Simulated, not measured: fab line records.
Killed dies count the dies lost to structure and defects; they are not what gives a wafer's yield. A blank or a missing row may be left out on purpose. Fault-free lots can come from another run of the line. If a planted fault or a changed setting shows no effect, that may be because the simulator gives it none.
Split-lot study || flow n5 finfet || 21 wafers read across 7 lots, on a route 1938 steps long

== ON THE SPLIT ==
At N5_BEOL_M5_EXPOSE_25 (exposes mask V4, defocus 10 nm), the setting dose mj was moved away from the recipe's 52.75 on 6 of the 21 wafers read, by -5.0% to +6.9%. The other wafers ran this setting at the recipe's value.

== FROM THE SPLIT TO THE READING: what the file shows between them, 2 steps ==
- N5_BEOL_M5_PEB_26: peb time 60 s
- N5_BEOL_M5_DEVELOP_27: develop time 30 s

== THE READING ==
cd nm, in nm, at N5_BEOL_M5_CD_MEAS_28 (target cd 30.6 nm, target cd y 20 nm). A value of 30.6 nm with a standard deviation of 0.3 nm is what fault-free wafers of this fab line usually give.

{"wafer": "L074.2", "tool, chamber at the split": "euv scanner-02, 0", "dose mj as run": 52.75, "against the recipe": "recipe", "cd nm, nm": 30.7, "against lot-mates on the recipe": "-"}
{"wafer": "L074.3", "tool, chamber at the split": "euv scanner-02, 0", "dose mj as run": 56.41, "against the recipe": "+6.9%", "cd nm, nm": 31.5, "against lot-mates on the recipe": "+0.8"}
{"wafer": "L074.6", "tool, chamber at the split": "euv scanner-02, 0", "dose mj as run": 56.41, "against the recipe": "+6.9%", "cd nm, nm": 31.6, "against lot-mates on the recipe": "+0.9"}
{"wafer": "L076.1", "tool, chamber at the split": "euv scanner-01, 0", "dose mj as run": 52.75, "against the recipe": "recipe", "cd nm, nm": 30.7, "against lot-mates on the recipe": "-"}
{"wafer": "L076.4", "tool, chamber at the split": "euv scanner-01, 0", "dose mj as run": 52.75, "against the recipe": "recipe", "cd nm, nm": 30.6, "against lot-mates on the recipe": "-"}
{"wafer": "L076.5", "tool, chamber at the split": "euv scanner-01, 0", "dose mj as run": 52.75, "against the recipe": "recipe", "cd nm, nm": 30.6, "against lot-mates on the recipe": "-"}
{"wafer": "L079.3", "tool, chamber at the split": "euv scanner-02, 0", "dose mj as run": 52.75, "against the recipe": "recipe", "cd nm, nm": 29.8, "against lot-mates on the recipe": "-"}
{"wafer": "L079.4", "tool, chamber at the split": "euv scanner-02, 0", "dose mj as run": 52.75, "against the recipe": "recipe", "cd nm, nm": 30.2, "against lot-mates on the recipe": "-"}
{"wafer": "L079.5", "tool, chamber at the split": "euv scanner-02, 0", "dose mj as run": 52.75, "against the recipe": "recipe", "cd nm, nm": 30.0, "against lot-mates on the recipe": "-"}
{"wafer": "L087.3", "tool, chamber at the split": "euv scanner-02, 0", "dose mj as run": 54.43, "against the recipe": "+3.2%", "cd nm, nm": 31.4, "against lot-mates on the recipe": "+0.6"}
{"wafer": "L087.4", "tool, chamber at the split": "euv scanner-02, 0", "dose mj as run": 52.75, "against the recipe": "recipe", "cd nm, nm": 31.0, "against lot-mates on the recipe": "-"}
{"wafer": "L087.6", "tool, chamber at the split": "euv scanner-02, 0", "dose mj as run": 52.75, "against the recipe": "recipe", "cd nm, nm": 30.6, "against lot-mates on the recipe": "-"}
{"wafer": "L094.4", "tool, chamber at the split": "euv scanner-02, 0", "dose mj as run": 52.75, "against the recipe": "recipe", "cd nm, nm": 30.7, "against lot-mates on the recipe": "-"}
{"wafer": "L094.5", "tool, chamber at the split": "euv scanner-02, 0", "dose mj as run": 52.75, "against the recipe": "recipe", "cd nm, nm": 30.5, "against lot-mates on the recipe": "-"}
{"wafer": "L094.6", "tool, chamber at the split": "euv scanner-02, 0", "dose mj as run": 50.09, "against the recipe": "-5.0%", "cd nm, nm": 29.5, "against lot-mates on the recipe": -1.1}
{"wafer": "L092.4", "tool, chamber at the split": "euv scanner-02, 0", "dose mj as run": 52.75, "against the recipe": "recipe", "cd nm, nm": 30.7, "against lot-mates on the recipe": "-"}
{"wafer": "L092.5", "tool, chamber at the split": "euv scanner-02, 0", "dose mj as run": 52.75, "against the recipe": "recipe", "cd nm, nm": 30.9, "against lot-mates on the recipe": "-"}
{"wafer": "L092.6", "tool, chamber at the split": "euv scanner-02, 0", "dose mj as run": 52.75, "against the recipe": "recipe", "cd nm, nm": 30.8, "against lot-mates on the recipe": "-"}
{"wafer": "L097.3", "tool, chamber at the split": "euv scanner-01, 0", "dose mj as run": 50.16, "against the recipe": "-4.9%", "cd nm, nm": 29.3, "against lot-mates on the recipe": -1.7}
{"wafer": "L097.5", "tool, chamber at the split": "euv scanner-01, 0", "dose mj as run": 50.16, "against the recipe": "-4.9%", "cd nm, nm": 29.5, "against lot-mates on the recipe": -1.5}
{"wafer": "L097.6", "tool, chamber at the split": "euv scanner-01, 0", "dose mj as run": 52.75, "against the recipe": "recipe", "cd nm, nm": 31.0, "against lot-mates on the recipe": "-"}

THE FIT
A straight line over all 21 wafers: cd nm changes by +0.184 nm for each +1% of dose mj; r = +0.87; the points scatter about the line by 0.33 nm.
The same after taking each lot's own level away (the mean of its wafers on the recipe; 21 wafers): +0.196 nm for each +1%; r = +0.92; scatter 0.26 nm.
That fit puts the effect of the largest move of dose mj on the reading at 1.4 nm.
From 30.00 to 31.00 nm: that is the span of the lots' own levels, equal to 3.3 times the standard deviation above.
Hence the lot-to-lot level has little effect on the slope; both slopes agree.
Check: +1.44 nm against its lot-mates is what the line predicts for one of the wafers moved furthest among these (+6.9%) when that wafer is left out of the fit. Against them it came out at +0.8 nm.

== OTHER SPLITS APPLIED TO THESE WAFERS ==
Note: prior to the reading, these wafers also went through further splits. Each is held against what the fit with the lots' levels taken away leaves over:
{"other split on the same wafers": "N5_BEOL_M1_DESCUM_33 time s", "wafers away from the commonest value": 7, "r with cd nm (lot level and that fit taken away)": -0.31}
{"other split on the same wafers": "N5_BEOL_M1_TRENCH_ETCH_37 source w", "wafers away from the commonest value": 11, "r with cd nm (lot level and that fit taken away)": "+0.16"}
{"other split on the same wafers": "N5_BEOL_M3_ILD_DEP_00 time s", "wafers away from the commonest value": 5, "r with cd nm (lot level and that fit taken away)": -0.13}
{"other split on the same wafers": "N5_BEOL_M4_ETCH_70 time s", "wafers away from the commonest value": 6, "r with cd nm (lot level and that fit taken away)": "+0.11"}

== THE FILE'S OWN FIT ==
cd nm changes by +0.197 nm for each +1% of dose mj, r = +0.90.
